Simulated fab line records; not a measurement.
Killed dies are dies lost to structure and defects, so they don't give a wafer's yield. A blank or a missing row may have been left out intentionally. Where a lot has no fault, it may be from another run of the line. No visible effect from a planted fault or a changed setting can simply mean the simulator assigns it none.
Matching of chambers	flow nand_harc	rie_diel-11 running NHARC_P_GATE_DESCUM_93: 4 sister chambers
The step chemistry O2, time 3 s. 4 wafers are shown with their chamber, then 12 later ones without.

## WAFERS WITH THEIR CHAMBER
wafer	chamber	showerhead_plenum_p_Torr (Torr)
L084.6	1	1.94
L083.1	0	2.04
L083.2	2	1.86
L083.6	3	1.88

## WAFERS WHOSE CHAMBER IS MISSING
wafer	showerhead_plenum_p_Torr (Torr)
L087.4	1.86
L087.5	2.04
L087.6	1.94
L085.2	2.04
L085.3	1.86
L085.6	1.94
L090.3	1.93
L090.5	2.04
L090.6	1.88
L097.1	1.86
L097.3	2.03
L097.6	1.87

## WHICH CHAMBER EACH WENT THROUGH
wafer	from the rows above	in truth
L087.4	2	2
L087.5	0	0
L087.6	1	1
L085.2	0	0
L085.3	2	2
L085.6	1	1
L090.3	1	1
L090.5	0	0
L090.6	3	3
L097.1	2	2
L097.3	0	0
L097.6	can't be placed: 3 or 2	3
Correct placement for 11 of the 12. Unplaceable from these rows: 1, with the true chamber sitting among the candidates in 1. Wrongly placed: 0.
How it was worked out, from the rows above alone: a wafer's distance from a chamber is the root of the sum, over the readings, of the square of ((its reading less the chamber's mean) divided by the reading's scatter). If the next closest chamber is less than 2 further off than the closest, the wafer can't be placed; otherwise it belongs to the closest. A chamber's mean is the mean of its shown wafers. The scatter: root of mean squared gap, hidden wafer to nearest shown wafer, with one shown wafer a chamber.
